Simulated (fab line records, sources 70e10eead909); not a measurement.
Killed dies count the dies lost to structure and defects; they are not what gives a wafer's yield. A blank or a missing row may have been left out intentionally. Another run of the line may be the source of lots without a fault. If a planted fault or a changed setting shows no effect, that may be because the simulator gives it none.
fab line records	flow nand-harc
record: lots: 12	wafers: 36	last-day: 33
route steps=1302 shown P_GATE@149 END@1302
lots that met no fault: from a run of the same line without faults
start-h: hours from the record's first day to the start of the lot's first wafer shown	wait-h: hours since the lot's step before	" identical to the entry in the row above	L1.1+2: several wafers, shown together as one row	- no value, or no start was given	* or withheld: withheld	< > ~ a bound
route shown NAME@n: a module of which the file shows steps, and the number in the route of the first	usual: mean/standard deviation taken from wafers without a fault	same: alike in all rows	chamber/n: place in a boat	sites: the reading at each site	_std_site: how widely they spread, as a standard deviation	_edge_site: the outer-site mean with the inner-site mean subtracted	radius-mm: for every site, how far away it sits from the centre of the wafer	mask NAME#n: copy n	behind: tool/chamber where the wafer was last shaped	hold: the reason the lot was held/the length of the hold in hours/how it ended	device: whichever transistor did not switch (one of n, p or np)	end of line: tests of these same wafers at the route's end	for a step that has no rows: nothing shown but its recipe	killed: not the wafer's yield, but the dies lost to structure and defects at the first sort	map: the dies of a wafer, with x for killed, . for not killed, _ for no die there
set.NAME: the run value of the setting; set.NAME@STEP: its run value at that earlier step	model.NAME: the simulator's own value behind a step, which no gauge read
route steps across a sampled set of lots; one table per step, one row per wafer
services: the hour from which a tool's chamber was out of use, counted from the record's first day as start-h (under 0 if before that day), plus the number of hours and why
== steps ==
step: NHARC_P_GATE_ETCH_32
recipe: target-depth-a: 1500	over-etch-frac: 1	over-etch-ion-energy-ev: 40	time-s: 100.1	hbr-flow-sccm: 150	cl2-flow-sccm: 50	rf-w: 400	icp-w: 400	bias-w: 100	chemistry: HBr/Cl2
usual: drypump-motor-current-A: 5.7/0.38	oes-product-au: 1.005/0.013	throttle-valve-pct: 26.406/0.0087
lot.wafer	tool	chamber	start-h	wait-h	drypump-motor-current-A	oes-product-au	rf-hours-counter-h	throttle-valve-pct
L499.4	rie-si-02	3	110.92	-	5.9	1.026	0.0	26.413
L499.1	"	2	"	"	5.7	0.994	0.0	26.406
L499.5	"	3	"	"	5.9	1.014	-	26.387
L498.3	rie-si-04	1	111.20	-	6.4	0.989	0.7	26.402
L498.4	"	2	"	"	5.6	0.998	0.7	26.394
L498.5	"	0	"	"	6.0	1.006	-	26.409
L502.1	rie-si-04	2	139.09	-	5.6	0.989	0.8	26.404
L502.4	"	1	"	"	6.4	0.987	0.8	26.412
L502.6	"	2	"	"	5.6	1.003	-	26.412
L504.3	rie-si-04	0	158.75	-	6.0	1.003	1.0	26.420
L504.1	"	2	"	"	5.6	0.995	1.0	26.402
L504.2	"	3	"	"	6.1	1.000	1.0	26.429
L513.2	rie-si-04	0	241.24	-	6.0	1.003	0.4	26.406
L513.1	"	1	"	"	6.4	1.009	0.4	26.408
L513.6	"	1	"	"	6.4	1.003	-	26.414
L512.4	rie-si-02	1	241.74	-	4.9	0.974	0.9	26.406
L512.3	"	3	"	"	5.9	1.019	1.1	26.417
L512.6	"	1	"	"	5.0	0.975	-	26.409
L515.1	rie-si-02	2	265.93	-	5.7	1.011	1.1	26.406
L515.2	"	3	"	"	5.9	1.017	1.2	26.409
L515.6	"	0	"	"	5.6	1.012	-	26.407
L517.1	rie-si-04	2	285.24	-	5.6	1.004	0.7	26.408
L517.6	"	3	"	"	6.1	1.009	-	26.395
L517.5	"	0	"	"	6.0	0.993	-	26.416
L518.1	rie-si-02	2	302.30	-	5.7	1.015	0.0	26.397
L518.4	"	3	"	"	5.9	1.009	0.1	26.404
L518.6	"	0	"	"	5.6	1.004	-	26.404
L519.1	rie-si-02	3	308.85	-	5.9	1.018	0.2	26.398
L519.3	"	2	"	"	5.7	1.027	0.1	26.411
L519.5	"	0	"	"	5.6	1.027	-	26.407
L520.1	rie-si-03	2	314.21	-	5.8	1.000	0.4	26.396
L520.4	"	3	"	"	5.7	1.018	0.4	26.409
L520.2	"	0	"	"	5.1	1.003	0.4	26.411
L521.1	rie-si-03	1	328.10	-	5.5	1.039	0.5	26.402
L521.4	"	2	"	"	5.8	1.000	0.5	26.396
L521.6	"	3	"	"	5.7	1.015	-	26.404
step: NHARC_P_GATE_STRIP_108
recipe: o2-flow-sccm: 500	ar-flow-sccm: 0	bias-w: 0	chemistry: O2
usual: drypump-motor-current-A: 5.9/0.51	oes-product-au: 1.000/0.013	rf-vpp-V: 58.1/0.85	showerhead-plenum-p-Torr: 3.63/0.12	throttle-valve-pct: 17.036/0.008
lot.wafer	tool	chamber	start-h	wait-h	drypump-motor-current-A	oes-product-au	rf-hours-counter-h	rf-vpp-V	showerhead-plenum-p-Torr	throttle-valve-pct
L499.1	rie-diel-13	2	111.10	-	6.1	1.037	5.2	59.6	3.60	17.040
L499.4	"	3	"	"	6.4	0.974	5.2	58.1	3.46	17.037
L499.5	"	1	"	"	5.9	0.980	-	57.2	3.53	17.047
L498.4	rie-diel-05	3	111.36	-	6.8	1.005	2.2	58.0	3.62	17.042
L498.3	"	0	"	"	5.3	1.004	2.1	57.2	3.68	17.040
L498.5	"	2	"	"	6.0	1.004	-	59.4	3.79	17.038
L502.4	rie-diel-13	3	139.28	-	6.4	0.974	7.4	56.3	3.45	17.034
L502.1	"	0	"	"	5.8	1.000	8.5	58.6	3.77	17.035
L502.6	"	2	"	"	6.1	1.018	-	56.7	3.60	17.017
L504.3	rie-diel-05	2	158.91	-	6.0	0.990	6.1	60.4	3.79	17.045
L504.2	"	0	"	"	5.3	1.005	5.1	58.0	3.68	17.041
L504.1	"	1	"	"	5.7	0.986	6.0	57.9	3.68	17.041
L513.1	rie-diel-05	2	241.41	-	6.0	1.010	0.5	57.2	3.79	17.041
L513.2	"	3	"	"	6.8	0.997	0.5	57.2	3.62	17.034
L513.6	"	1	"	"	5.7	1.014	-	58.6	3.68	17.034
L512.3	rie-diel-05	0	241.89	-	5.2	0.993	0.3	58.3	3.68	17.023
L512.4	"	1	"	"	5.7	1.011	0.3	57.0	3.68	17.033
L512.6	"	1	"	"	5.7	0.998	-	58.3	3.68	17.038
L515.1	rie-diel-05	0	266.06	-	5.3	0.988	1.7	57.8	3.68	17.037
L515.2	"	3	"	"	6.8	1.014	0.9	57.3	3.62	17.025
L515.6	"	2	"	"	6.0	1.008	-	57.7	3.79	17.037
L517.1	rie-diel-05	1	285.37	-	5.7	1.011	2.7	57.1	3.68	17.037
L517.5	"	0	"	"	5.3	0.989	-	58.4	3.68	17.031
L517.6	"	1	"	"	5.7	1.003	-	58.3	3.68	17.029
L518.4	rie-diel-05	1	302.43	-	5.7	1.008	3.0	57.4	3.68	17.040
L518.1	"	0	"	"	5.3	0.995	3.9	57.2	3.68	17.022
L518.6	"	1	"	"	5.7	1.011	-	58.6	3.68	17.046
L519.1	rie-diel-02	1	309.01	-	5.0	0.995	3.0	57.4	3.37	17.047
L519.3	"	0	"	"	6.7	0.982	3.2	56.2	3.41	17.035
L519.5	"	2	"	"	5.8	1.007	-	58.9	3.74	17.039
L520.4	rie-diel-05	0	314.37	-	5.2	1.009	4.5	58.8	3.68	17.034
L520.1	"	1	"	"	5.7	1.020	3.9	57.5	3.68	17.043
L520.2	"	3	"	"	6.8	1.024	4.0	57.1	3.62	17.040
L521.4	rie-diel-05	1	328.24	-	5.7	1.009	4.2	57.8	3.68	17.038
L521.1	"	3	"	"	6.7	1.020	4.2	56.0	3.62	17.044
L521.6	"	1	"	"	5.7	1.006	-	58.2	3.68	17.038
step: NHARC_P_GATE_ETCHBACK_37
recipe: target-depth-a: 345	time-s: 17.2	chf3-flow-sccm: 50	o2-flow-sccm: 10	ar-flow-sccm: 200	rf-w: 500	bias-w: 200	chemistry: CHF3/O2
usual: drypump-motor-current-A: 5.9/0.54	oes-product-au: 0.936/0.028	rf-vpp-V: 371.0/2.4	run-length-s: 38.5/0.39	showerhead-plenum-p-Torr: 2.42/0.1	throttle-valve-pct: 20.572/0.0095
lot.wafer	tool	chamber	start-h	wait-h	drypump-motor-current-A	oes-product-au	rf-hours-counter-h	rf-vpp-V	run-length-s	showerhead-plenum-p-Torr	throttle-valve-pct
L499.1	rie-diel-05	2	121.20	-	6.0	0.999	3.7	375.6	38.4	2.59	20.570
L499.4	"	1	"	"	5.7	0.980	3.6	372.2	38.1	2.51	20.577
L499.5	"	3	"	"	6.8	0.994	-	372.7	38.5	2.47	20.567
L498.3	rie-diel-02	0	121.49	-	6.7	0.905	2.5	368.0	38.2	2.32	20.572
L498.4	"	0	"	"	6.7	0.904	-	369.3	38.3	2.32	20.575
L498.5	"	1	"	"	4.9	0.935	-	369.1	38.9	2.29	20.594
L502.1	rie-diel-13	3	149.44	-	6.4	0.917	7.8	369.5	38.0	2.35	20.577
L502.4	"	0	"	"	5.8	0.926	9.1	374.8	37.7	2.57	20.578
L502.6	"	2	"	"	6.1	0.949	-	372.3	38.8	2.45	20.572
L504.3	rie-diel-02	1	169.04	-	4.9	0.946	5.4	367.4	38.9	2.29	20.549
L504.2	"	2	"	"	5.8	0.943	5.1	374.8	38.8	2.55	20.587
L504.1	"	3	"	"	5.6	0.927	4.9	368.7	39.0	2.34	20.584
L513.1	rie-diel-02	0	251.54	-	6.6	0.908	1.0	368.5	52.8	2.32	20.570
L513.2	"	3	"	"	5.6	0.913	0.8	370.0	38.8	2.34	20.580
L513.6	"	0	"	"	6.7	0.905	-	368.9	52.8	2.32	20.573
L512.3	rie-diel-02	1	254.65	-	4.9	0.915	0.9	367.9	38.5	2.29	20.571
L512.4	"	0	"	"	6.7	0.910	1.0	369.2	52.9	2.32	20.577
L512.6	"	2	"	"	5.8	0.925	-	372.9	38.9	2.55	20.565
L515.1	rie-diel-13	2	276.16	-	6.1	0.939	6.3	371.6	38.8	2.45	20.576
L515.2	"	1	"	"	5.9	0.908	5.8	370.6	39.1	2.40	20.572
L515.6	"	2	"	"	6.1	0.944	-	371.2	39.1	2.45	20.564
L517.1	rie-diel-13	3	295.66	-	6.4	0.917	8.3	371.1	38.2	2.35	20.576
L517.6	"	1	"	"	5.9	0.912	-	371.9	38.8	2.40	20.565
L517.5	"	2	"	"	6.1	0.953	-	373.5	38.8	2.45	20.575
L518.4	rie-diel-02	1	314.72	-	5.0	0.923	3.0	369.0	38.5	2.29	20.566
L518.1	"	2	"	"	5.8	0.925	3.1	373.7	38.5	2.55	20.580
L518.6	"	3	"	"	5.6	0.944	-	368.3	38.7	2.34	20.579
L519.1	rie-diel-02	3	319.16	-	5.6	0.930	3.3	369.9	39.3	2.34	20.577
L519.3	"	1	"	"	4.9	0.919	3.0	367.3	38.5	2.29	20.583
L519.5	"	0	"	"	6.7	0.902	-	369.8	38.2	2.32	20.571
L520.1	rie-diel-02	0	324.59	-	6.7	0.903	3.3	369.5	38.4	2.32	20.569
L520.2	"	1	"	"	4.9	0.904	3.0	367.4	38.6	2.29	20.584
L520.4	"	3	"	"	5.6	0.929	3.3	370.8	39.2	2.34	20.554
L521.1	rie-diel-02	1	338.35	-	4.9	0.987	3.5	367.8	38.4	2.29	20.564
L521.4	"	3	"	"	5.6	0.998	4.0	369.0	38.6	2.34	20.566
L521.6	"	1	"	"	4.9	0.986	-	367.9	38.5	2.29	20.593
step: NHARC_P_GATE_STRIP_76
recipe: power-w: 1500	temp-c: 250	chemistry: O2
usual: drypump-motor-current-A: 5.2/0.37	heater-power-w: 354/22
lot.wafer	tool	chamber	start-h	wait-h	drypump-motor-current-A	heater-power-w	rf-hours-counter-h
L499.1	plasma-asher-02	1	124.65	0.2	4.7	384	9
L499.4	"	1	"	"	4.7	374	-
L499.5	"	1	"	"	4.7	381	-
L498.4	plasma-asher-01	0	125.13	0.2	5.5	369	-
L498.3	"	1	"	"	5.7	322	-
L498.5	"	0	"	"	5.5	357	-
L502.1	plasma-asher-01	0	152.92	0.2	5.6	362	33
L502.4	"	1	"	"	5.6	326	-
L502.6	"	0	"	"	5.6	369	-
L504.2	plasma-asher-02	0	172.37	0.2	5.4	330	20
L504.1	"	1	"	"	4.7	379	20
L504.3	"	1	"	"	4.7	377	-
L513.1	plasma-asher-01	1	255.60	0.2	5.6	349	18
L513.2	"	0	"	"	5.6	377	18
L513.6	"	1	"	"	5.6	347	-
L512.4	plasma-asher-02	1	258.94	0.2	4.7	360	-
L512.3	"	0	"	"	5.3	334	-
L512.6	"	0	"	"	5.3	326	-
L515.2	plasma-asher-02	1	279.77	0.2	4.7	372	5
L515.1	"	0	"	"	5.3	333	5
L515.6	"	0	"	"	5.3	330	-
L517.1	plasma-asher-01	1	299.20	0.2	5.6	342	27
L517.5	"	1	"	"	5.6	343	-
L517.6	"	0	"	"	5.5	387	-
L518.1	plasma-asher-02	1	318.15	0.2	4.7	375	10
L518.4	"	1	"	"	4.7	366	-
L518.6	"	0	"	"	5.3	327	-
L519.1	plasma-asher-02	0	322.75	0.2	5.4	327	12
L519.3	"	0	"	"	5.4	330	-
L519.5	"	1	"	"	4.7	355	-
L520.2	plasma-asher-01	0	328.03	0.2	5.5	379	33
L520.1	"	1	"	"	5.6	346	33
L520.4	"	1	"	"	5.6	360	-
L521.1	plasma-asher-02	1	341.96	0.2	4.7	358	16
L521.4	"	0	"	"	5.3	342	-
L521.6	"	0	"	"	5.3	331	-
step: NHARC_END_SORT_01
recipe: temp-c: 25
usual: killed-at-array: 59/17	killed-at-other: 0.9/1.6	killed-at-periphery: 3.7/2.3	killed-dies: 64/17	killed-open: 3.3/1.8	killed-short: 2.4/1.6
same: gross-dies: 677
lot.wafer	tool	chamber	start-h	wait-h	killed-at-array	killed-at-other	killed-at-periphery	killed-dies	killed-open	killed-short
L512.3	prober-01	0	709.97	3.1	44	1	9	54	3	2
L512.4	prober-01	0	710.77	3.4	49	0	628	677	1	3
L512.6	prober-01	0	712.36	4.0	42	0	7	49	4	3
L513.1	prober-01	0	716.15	2.5	85	0	592	677	4	2
L513.2	prober-01	0	716.95	2.8	82	0	3	85	1	7
L513.6	prober-01	0	720.13	4.0	78	0	599	677	2	2
killed by level:class
L512.3 A_SLIT:chamber-film-flake=30 P_CONTACT:chamber-film-flake=5 A_CHANNEL_HOLE_D1:chamber-film-flake=5 A_CONTACT:chamber-film-flake=2 A_BLC:chamber-film-flake=2 P_STI:geometric-particle:open=1 P_STI:geometric-particle:short=1 P_M1:geometric-particle:open=1
L512.4 P_GATE:area-etchback=616 A_SLIT:chamber-film-flake=31 P_CONTACT:chamber-film-flake=8 A_CHANNEL_HOLE_D1:chamber-film-flake=7 A_STAIRCASE:chamber-film-flake=4 A_BLC:chamber-film-flake=3 P_GATE:chamber-film-flake=2 P_M0:geometric-particle:open=1
L512.6 A_SLIT:chamber-film-flake=23 A_CHANNEL_HOLE_D1:chamber-film-flake=7 P_CONTACT:chamber-film-flake=3 A_ONON_D1:geometric-particle:short=2 A_CONTACT:geometric-particle:open=2 A_CHANNEL_FILL_D1:chamber-film-flake=2 A_CONTACT:chamber-film-flake=2 A_BLC:chamber-film-flake=2
L513.1 P_GATE:area-etchback=591 A_CHANNEL_HOLE_D1:chamber-film-flake=42 A_CHANNEL_HOLE_D2:chamber-film-flake=19 A_STAIRCASE:chamber-film-flake=7 A_CONTACT:chamber-film-flake=6 A_SLIT:chamber-film-flake=3 A_M0:geometric-particle:open=2 A_WL_FILL:chamber-film-flake=2
L513.2 A_CHANNEL_HOLE_D2:chamber-film-flake=23 A_CHANNEL_HOLE_D1:chamber-film-flake=21 A_STAIRCASE:chamber-film-flake=16 A_CONTACT:chamber-film-flake=7 P_GATE:chamber-film-flake=3 A_SLIT:chamber-film-flake=3 A_WL_FILL:geometric-particle:short=2 A_DECK1_JOINT:chamber-film-flake=2
L513.6 P_GATE:area-etchback=590 A_CHANNEL_HOLE_D1:chamber-film-flake=34 A_CHANNEL_HOLE_D2:chamber-film-flake=21 A_CONTACT:chamber-film-flake=7 A_STAIRCASE:chamber-film-flake=6 P_GATE:chamber-film-flake=4 P_STI:chamber-film-flake=3 A_ZERO_WELL:chamber-film-flake=3
== services ==
tool	chamber	start-h	hours	kind
rie-si-04	1	92.51	9.1	repair
rie-si-02	-	100.00	9.0	pm
rie-diel-02	0	110.23	1.3	repair
rie-diel-02	3	116.79	6.4	repair
rie-si-02	2	120.74	1.6	repair
rie-si-04	3	125.57	4.2	repair
rie-diel-02	2	127.81	2.6	repair
rie-si-04	-	149.91	0.2	repair
plasma-asher-01	-	165.00	9.0	pm
rie-si-04	-	165.00	9.0	pm
rie-diel-13	-	165.03	9.0	pm
rie-diel-05	3	192.28	6.1	repair
rie-si-02	2	196.32	2.2	repair
rie-diel-02	-	216.72	9.0	pm
rie-diel-13	3	228.51	1.7	repair
rie-diel-05	-	230.04	9.0	pm
rie-si-04	2	232.45	6.7	repair
rie-diel-13	0	236.40	5.5	repair
rie-si-04	1	237.25	3.6	repair
plasma-asher-02	-	238.83	2.7	repair
plasma-asher-02	-	249.65	9.0	pm
rie-diel-05	3	250.10	7.9	repair
rie-diel-05	1	256.13	19.2	repair
rie-diel-02	-	290.20	1.4	repair
== key ==
first-sign: step: NHARC_P_GATE_ETCHBACK_37	reading: run-length-s	direction: up	sigmas: 37	usual: *	struck: *
effect: step: NHARC_END_SORT_01	reading: killed-at-periphery	direction: up	sigmas: 99+	usual: 3.7	struck: 606.3
more-kills-born-at: NHARC_P_GATE_ETCHBACK_37@rie-diel-02: 1797
met-at NHARC_P_GATE_ETCHBACK_37
struck-lots L512,L513
struck-wafers L512.4,L513.1,L513.6
later-rows-left-out L512.4,L513.1,L513.6
tester-left-out L512,L513
not-acting-at NHARC_P_GATE_ETCH_32,NHARC_P_GATE_STRIP_108,NHARC_P_GATE_STRIP_76
onset-between 121.49 251.54
fault: kind: process-parameter-drift	tool: rie-diel-02	chamber: 0	onset-h: 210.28	steps: NHARC_P_GATE_ETCHBACK_37	channel: time-s	offset: *	shape: step	end-h: 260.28	acts-in: *	stated: *
tester-left-out: of these lots the tester's yield and bins aren't shown, on N5 and GAA mostly nor the transistor test; their killed dies are dies lost to structure and defects alone, not to doping, threshold or leakage, so they don't give the yield
later-rows-left-out: the simulator's readings of these wafers behind a module that went badly wrong aren't trusted and aren't shown, but for the sort
